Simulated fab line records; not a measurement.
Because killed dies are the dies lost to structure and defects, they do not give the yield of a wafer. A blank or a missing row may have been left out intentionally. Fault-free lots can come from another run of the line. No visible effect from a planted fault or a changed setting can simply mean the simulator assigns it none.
fab line records -- flow nand-harc
record: lots: 6, wafers: 18, last-day: 21
route steps=1159 shown P_GATE@119 END@1159
lots that met no fault: taken from a fault-free run of the same line
start-h: hours from the record's first day to the start of the lot's first wafer shown -- wait-h: how many hours have passed since the lot's step before this one -- " the same as in the row above -- L1.1+2: several wafers, shown together as one row -- - either no value or no given start -- * or withheld: withheld -- < > ~ a bound
route shown NAME@n: a module of which the file shows steps, and the number in the route of the first -- usual: mean/standard deviation taken from wafers without a fault -- same: alike in all rows -- chamber/n: place in a boat -- sites: readings site by site -- _std_site: their standard deviation -- _edge_site: mean of outer sites minus mean of inner sites -- radius-mm: for every site, how far away it sits from the centre of the wafer -- mask NAME#n: copy n -- behind: the tool/chamber that last shaped the wafer -- hold: the reason the lot was held/the length of the hold in hours/how it ended -- device: whichever transistor did not switch (one of n, p or np) -- end of line: tests of these same wafers at the route's end -- step lacking rows: just its recipe -- killed: dies lost to structure and defects at the first sort, not the wafer's yield -- map: a wafer's dies, marking killed ones x, the rest . and places with no die _
set.NAME: the setting the step ran with; set.NAME@STEP: the setting that earlier step ran with -- model.NAME: the simulator's own value behind a step, which no gauge read
a table for each step, a row for each wafer; lots at some steps of the route
services: from which hour (start-h, from the record's first day; less than 0 if before it) a tool's chamber was out of use, for how many hours, and why
== steps ==
step: NHARC_P_GATE_EXPOSE_08
recipe: na: 0.6, dose-mj: 16.75, mask-id: P_HV
step: NHARC_P_GATE_PEB_09
recipe: peb-temp-c: 118, peb-time-s: 85
step: NHARC_P_GATE_DEVELOP_10
recipe: time-s: 70
step: NHARC_P_GATE_CD_MEAS_11
recipe: target-cd-nm: 1640, landing-energy-ev: 500
usual: cd-nm: 1639.7/2.2
lot.wafer,tool,chamber,start-h,wait-h,cd-nm
L509.3,cd-sem-03,0,77.68,-,1641.1
L509.4,cd-sem-03,0,77.68,-,1636.1
L509.6,cd-sem-03,0,77.68,-,1639.7
L510.2,cd-sem-03,0,77.84,-,1642.7
L510.4,cd-sem-03,0,77.84,-,1637.4
L510.5,cd-sem-03,0,77.84,-,1639.9
L511.1,cd-sem-03,0,93.84,-,1636.2
L511.4,cd-sem-03,0,93.84,-,1637.5
L511.6,cd-sem-03,0,93.84,-,1637.0
L513.1,cd-sem-02,0,94.01,-,1640.4
L513.4,cd-sem-02,0,94.01,-,1642.6
L513.6,cd-sem-02,0,94.01,-,1637.2
L514.1,cd-sem-01,0,106.98,-,1636.8
L514.2,cd-sem-01,0,106.98,-,1636.3
L514.6,cd-sem-01,0,106.98,-,1635.4
L520.2,cd-sem-01,0,142.83,-,1638.2
L520.4,cd-sem-01,0,142.83,-,1640.0
L520.5,cd-sem-01,0,142.83,-,1642.8
step: NHARC_P_GATE_HARDBAKE_12
recipe: temp-c: 125, time-s: 80
step: NHARC_P_GATE_DESCUM_13
recipe: time-s: 3, o2-flow-sccm: 200, ar-flow-sccm: 0, bias-power-w: 0, chemistry: O2
usual: drypump-motor-current-A: 5.8/0.41, oes-product-au: 1.004/0.0076, rf-vpp-V: 57.8/0.83, showerhead-plenum-p-Torr: 1.91/0.072, throttle-valve-pct: 11.309/0.0084
lot.wafer,tool,chamber,start-h,wait-h,drypump-motor-current-A,oes-product-au,rf-hours-counter-h,rf-vpp-V,showerhead-plenum-p-Torr,throttle-valve-pct
L509.3,rie-diel-08,2,77.87,-,5.8,1.002,27,57.8,1.79,11.306
L509.6,rie-diel-08,2,77.87,-,5.8,1.007,-,57.0,1.79,11.316
L509.4,rie-diel-08,3,77.87,-,5.5,1.002,-,58.5,1.92,11.329
L510.2,rie-diel-08,2,78.03,-,5.8,1.001,27,57.6,1.79,11.313
L510.5,rie-diel-08,3,78.03,-,5.6,0.992,-,57.5,1.92,11.306
L510.4,rie-diel-08,0,78.03,-,5.8,1.014,-,58.0,1.91,11.303
L511.4,rie-diel-10,2,94.00,-,5.2,1.011,36,58.1,1.98,11.310
L511.1,rie-diel-10,0,94.00,-,5.7,1.009,38,57.9,1.93,11.307
L511.6,rie-diel-10,2,94.00,-,5.2,1.007,-,58.9,1.98,11.320
L513.4,rie-diel-10,3,94.18,-,5.7,1.001,37,57.5,1.97,11.320
L513.1,rie-diel-10,0,94.18,-,5.8,1.016,38,56.8,1.93,11.314
L513.6,rie-diel-10,2,94.18,-,5.2,1.005,-,57.8,1.98,11.306
L514.1,rie-diel-10,2,107.14,-,5.2,1.013,40,57.2,1.98,11.307
L514.2,rie-diel-10,1,107.14,-,5.2,1.006,39,56.7,1.83,11.321
L514.6,rie-diel-10,3,107.14,-,5.7,0.995,-,57.7,1.97,11.306
L520.4,rie-diel-11,2,143.01,-,6.1,1.002,30,57.1,1.94,11.317
L520.2,rie-diel-11,3,143.01,-,6.6,0.999,32,58.3,1.97,11.304
L520.5,rie-diel-11,1,143.01,-,6.1,0.999,-,57.9,1.90,11.308
step: NHARC_P_GATE_ETCH_14
recipe: target-depth-a: 488, chemistry: dHF, material: SiO2
step: NHARC_P_GATE_STRIP_15
recipe: time-s: 780, temp-c: 130, chemistry: SPM
step: NHARC_P_GATE_PRECLEAN_71
recipe: time-s: *, temp-c: 50, bath-age-min: 0, chemistry: SC1
step: NHARC_P_GATE_SRD_72
step: NHARC_P_GATE_OXIDE_16
recipe: target-thk-a: 30, temp-c: 875, ox-time-s: 392, material: SiO2
step: NHARC_P_GATE_CVD_17
recipe: target-thk-a: 1500, temp-c: 620, time-s: 900, material: poly-Si
step: NHARC_P_GATE_HM_DEP_102
recipe: target-thk-a: 1200, temp-c: 400, material: aC
usual: susceptor-temp-C: 400.02/0.2, throttle-valve-pct: 35.000/0.0089
lot.wafer,tool,chamber,start-h,wait-h,susceptor-temp-C,throttle-valve-pct
L510.2,acl-dep-03,0,90.89,1.0,400.27,35.001
L510.4,acl-dep-03,0,90.89,1.0,400.07,34.999
L510.5,acl-dep-03,0,90.89,1.0,400.28,34.994
L509.3,acl-dep-02,0,91.17,1.3,399.84,34.985
L509.4,acl-dep-02,0,91.17,1.3,400.15,34.984
L509.6,acl-dep-02,0,91.17,1.3,400.03,34.989
L513.1,acl-dep-02,0,107.08,0.4,399.77,35.003
L513.4,acl-dep-02,0,107.08,0.4,399.80,34.996
L513.6,acl-dep-02,0,107.08,0.4,399.69,34.987
L511.1,acl-dep-03,0,107.08,0.4,400.36,34.987
L511.4,acl-dep-03,0,107.08,0.4,400.36,34.998
L511.6,acl-dep-03,0,107.08,0.4,400.24,35.003
L514.1,acl-dep-02,0,120.70,1.9,400.13,34.997
L514.2,acl-dep-02,0,120.70,1.9,399.77,35.001
L514.6,acl-dep-02,0,120.70,1.9,399.90,35.000
L514.1,acl-dep-02,0,121.99,1.2,400.01,34.995
L514.2,acl-dep-02,0,121.99,1.2,400.29,35.010
L514.6,acl-dep-02,0,121.99,1.2,400.51,34.990
L520.2,acl-dep-02,0,155.46,0.5,399.61,34.993
L520.4,acl-dep-02,0,155.46,0.5,399.73,35.000
L520.5,acl-dep-02,0,155.46,0.5,399.94,35.013
L520.2,acl-dep-02,0,156.65,1.1,399.76,34.989
L520.4,acl-dep-02,0,156.65,1.1,399.99,35.009
L520.5,acl-dep-02,0,156.65,1.1,400.03,35.003
step: NHARC_P_GATE_DEP_103
recipe: target-thk-a: 300, target-thk-nm: 30, temp-c: 400, flow-sccm: 200, rf-w: 350, material: SiON
usual: heater-power-w: 803/120, susceptor-temp-C: 399.99/0.24
lot.wafer,tool,chamber,start-h,wait-h,heater-power-w,susceptor-temp-C
L510.2,pecvd-01,0,91.50,0.5,591,400.31
L510.5,pecvd-01,1,91.50,0.5,866,399.89
L510.4,pecvd-01,2,91.50,0.5,819,400.28
L509.3,pecvd-01,0,91.68,0.4,564,399.96
L509.4,pecvd-01,1,91.68,0.4,796,399.87
L509.6,pecvd-01,0,91.68,0.4,588,400.09
L513.1,pecvd-01,1,107.77,0.6,815,399.91
L513.4,pecvd-01,0,107.77,0.6,627,400.29
L513.6,pecvd-01,1,107.77,0.6,830,400.16
L511.1,pecvd-03,0,107.85,0.7,695,400.05
L511.6,pecvd-03,2,107.85,0.7,879,399.80
L511.4,pecvd-03,0,107.85,0.7,699,400.05
L514.2,pecvd-04,0,122.68,0.5,921,400.42
L514.1,pecvd-04,1,122.68,0.5,736,399.94
L514.6,pecvd-04,2,122.68,0.5,919,399.95
L520.2,pecvd-03,1,157.34,0.6,818,399.79
L520.4,pecvd-03,0,157.34,0.6,668,399.80
L520.5,pecvd-03,2,157.34,0.6,863,399.81
step: NHARC_END_SORT_01
recipe: temp-c: 25
usual: killed-at-array: 29/11, killed-at-other: 0.6/0.75, killed-at-periphery: 3.1/2.1, killed-dies: 32/11, killed-open: 3.0/1.8, killed-short: 1.8/1.3
same: gross-dies: 677
lot.wafer,tool,chamber,start-h,wait-h,killed-at-array,killed-at-other,killed-at-periphery,killed-dies,killed-open,killed-short
L513.1,prober-01,0,451.14,2.5,24,1,1,26,3,1
L513.4,prober-01,0,453.53,3.4,29,0,3,32,3,3
L513.6,prober-01,0,455.13,4.0,28,1,2,31,2,2
L510.2,prober-02,0,451.88,2.8,21,0,3,24,2,3
L510.4,prober-02,0,453.49,3.4,26,1,0,27,4,4
L510.5,prober-02,0,454.29,3.7,27,0,0,27,2,4
L511.1,prober-02,0,466.75,2.5,30,1,2,33,1,3
L511.4,prober-02,0,469.13,3.4,14,0,2,16,3,0
L511.6,prober-02,0,470.71,4.0,18,1,2,21,5,0
L509.3,prober-01,0,468.43,3.1,10,0,3,13,2,3
L509.4,prober-01,0,469.23,3.4,15,0,1,16,2,2
L509.6,prober-01,0,470.82,4.0,12,2,2,16,1,6
L520.2,prober-01,0,499.31,2.8,29,0,2,31,2,2
L520.4,prober-01,0,500.93,3.4,19,0,1,20,1,2
L520.5,prober-01,0,501.73,3.7,36,1,2,39,3,1
killed by level:class
L513.1 A_CHANNEL_HOLE_D1:chamber-film-flake=11 A_SLIT:chamber-film-flake=7 A_CONTACT:chamber-film-flake=2 P_CONTACT:geometric-particle:open=1 A_ONON_D1:geometric-particle:short=1 A_CHANNEL_FILL_D1:geometric-particle:open=1 A_CONTACT:geometric-particle:open=1 A_WL_FILL:chamber-film-flake=1
L510.2 A_CHANNEL_HOLE_D1:chamber-film-flake=11 A_SLIT:chamber-film-flake=4 P_STI:chamber-film-flake=2 P_CONTACT:geometric-particle:open=1 A_SGD_CUT:geometric-particle:short=1 A_WL_FILL:geometric-particle:short=1 A_CONTACT:geometric-particle:short=1 A_BLC:geometric-particle:open=1
L510.4 A_CHANNEL_HOLE_D1:chamber-film-flake=10 A_SLIT:chamber-film-flake=5 A_CHANNEL_HOLE_D1:geometric-particle:open=2 A_CONTACT:chamber-film-flake=2 A_CHANNEL_FILL_D1:geometric-particle:short=1 A_SGD_CUT:geometric-particle:open=1 A_SGD_CUT:geometric-particle:short=1 A_CONTACT:geometric-particle:short=1
L513.4 A_CHANNEL_HOLE_D1:chamber-film-flake=11 A_SLIT:chamber-film-flake=9 A_CONTACT:chamber-film-flake=3 P_STI:chamber-film-flake=2 P_CONTACT:geometric-particle:open=1 A_STAIRCASE:geometric-particle:open=1 A_WL_FILL:geometric-particle:short=1 A_M0:geometric-particle:short=1
L510.5 A_CHANNEL_HOLE_D1:chamber-film-flake=13 A_ZERO_WELL:chamber-film-flake=3 A_SLIT:chamber-film-flake=3 A_ONON_D1:geometric-particle:open=1 A_CHANNEL_HOLE_D1:geometric-particle:short=1 A_CHANNEL_FILL_D1:geometric-particle:open=1 A_CHANNEL_FILL_D1:geometric-particle:short=1 A_WL_FILL:geometric-particle:short=1
L513.6 A_CHANNEL_HOLE_D1:chamber-film-flake=11 A_SLIT:chamber-film-flake=8 A_CONTACT:chamber-film-flake=3 P_GATE:geometric-particle:short=1 A_CHANNEL_FILL_D1:geometric-particle:short=1 A_CONTACT:geometric-particle:open=1 A_M1:geometric-particle:open=1 P_CONTACT:chamber-film-flake=1
L511.1 A_CHANNEL_HOLE_D1:chamber-film-flake=18 A_CONTACT:chamber-film-flake=4 A_WL_FILL:chamber-film-flake=3 A_ONON_D1:geometric-particle:short=2 P_GATE:chamber-film-flake=2 A_SGD_CUT:geometric-particle:short=1 A_BLC:geometric-particle:open=1 A_SLIT:chamber-film-flake=1
L509.3 A_CONTACT:chamber-film-flake=3 A_CONTACT:geometric-particle:short=2 P_GATE:geometric-particle:open=1 P_CONTACT:geometric-particle:short=1 A_CONTACT:geometric-particle:open=1 P_M2:chamber-film-flake=1 A_ZERO_WELL:chamber-film-flake=1 A_CHANNEL_HOLE_D1:chamber-film-flake=1
L511.4 A_CHANNEL_HOLE_D1:chamber-film-flake=9 A_CONTACT:chamber-film-flake=2 P_M0:geometric-particle:open=1 P_M2:geometric-particle:open=1 A_CONTACT:geometric-particle:open=1 A_STAIRCASE:chamber-film-flake=1 A_WL_FILL:chamber-film-flake=1
L509.4 A_CHANNEL_HOLE_D1:chamber-film-flake=4 A_CONTACT:chamber-film-flake=3 A_BLC:geometric-particle:open=2 A_ZERO_WELL:chamber-film-flake=2 A_SGD_CUT:geometric-particle:short=1 A_WL_FILL:geometric-particle:short=1 P_M2:chamber-film-flake=1 A_CHANNEL_FILL_D1:chamber-film-flake=1
L511.6 A_CHANNEL_HOLE_D1:chamber-film-flake=10 A_CONTACT:chamber-film-flake=4 P_CONTACT:geometric-particle:open=1 P_M2:geometric-particle:open=1 A_CHANNEL_FILL_D1:geometric-particle:open=1 A_SGD_CUT:geometric-particle:open=1 A_CONTACT:geometric-particle:open=1 THIN_TSV:chamber-film-flake=1
L509.6 A_CONTACT:chamber-film-flake=3 A_M0:geometric-particle:short=2 P_CONTACT:geometric-particle:short=1 A_SGD_CUT:geometric-particle:short=1 A_WL_FILL:geometric-particle:short=1 A_CONTACT:geometric-particle:open=1 P_M2:chamber-film-flake=1 STARTING-WAFER:geometric-particle:short=1
L520.2 A_SLIT:chamber-film-flake=11 A_CHANNEL_HOLE_D1:chamber-film-flake=5 A_CONTACT:chamber-film-flake=4 A_STAIRCASE:chamber-film-flake=3 P_CONTACT:geometric-particle:short=1 A_ONON_D1:geometric-particle:open=1 A_CHANNEL_FILL_D1:geometric-particle:short=1 A_M0:geometric-particle:open=1
L520.4 A_SLIT:chamber-film-flake=12 A_STAIRCASE:chamber-film-flake=3 A_CHANNEL_FILL_D1:geometric-particle:short=2 P_CONTACT:geometric-particle:open=1 A_CHANNEL_HOLE_D1:chamber-film-flake=1 A_CONTACT:chamber-film-flake=1
L520.5 A_SLIT:chamber-film-flake=16 A_CHANNEL_HOLE_D1:chamber-film-flake=7 A_CONTACT:chamber-film-flake=6 A_CHANNEL_FILL_D1:chamber-film-flake=2 A_STAIRCASE:chamber-film-flake=2 P_GATE:geometric-particle:open=1 P_M2:geometric-particle:open=1 A_M0:geometric-particle:open=1
== services ==
tool,chamber,start-h,hours,kind
pecvd-01,-,56.16,13.0,pm
pecvd-01,0,56.16,13.0,vent-cycle
pecvd-01,1,56.16,13.0,vent-cycle
pecvd-01,2,56.16,13.0,vent-cycle
rie-diel-10,0,58.09,-,clean
rie-diel-10,1,58.09,-,clean
rie-diel-10,2,58.09,-,clean
rie-diel-10,3,58.09,-,clean
pecvd-01,0,69.16,-,clean
pecvd-01,1,69.16,-,clean
pecvd-01,2,69.16,-,clean
rie-diel-11,2,73.78,2.5,repair
rie-diel-10,-,80.33,0.1,repair
rie-diel-10,0,83.57,-,clean
rie-diel-10,1,83.57,-,clean
rie-diel-10,2,83.57,-,clean
rie-diel-10,3,83.57,-,clean
pecvd-04,-,109.45,2.5,repair
pecvd-03,-,111.27,13.0,pm
pecvd-01,2,124.68,12.8,repair
pecvd-01,2,137.55,13.5,repair
rie-diel-11,1,139.03,2.7,repair
pecvd-04,-,140.19,0.6,repair
pecvd-01,2,157.18,8.7,repair
== key ==
first-sign: step: NHARC_P_GATE_HM_DEP_102, reading: visit, direction: added
effect none on later readings
met-at NHARC_P_GATE_HM_DEP_102
struck-wafers L514.1,L514.2,L514.6,L520.2,L520.4,L520.5
rows-end L514.1,L514.2,L514.6
tester-left-out L520
fault: kind: repeated-step-whole, tool: acl-dep-01,acl-dep-02,acl-dep-03, chamber: -, onset-h: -, steps: NHARC_P_GATE_HM_DEP_102, times: 1, scope: struck-lots-only
tester-left-out: of these lots the tester's yield and bins aren't shown, on N5 and GAA mostly nor the transistor test; their killed dies are dies lost to structure and defects alone, not to doping, threshold or leakage, so they don't give the yield
rows-end: these wafers met a further fault down the route, and their rows from its step on are left out
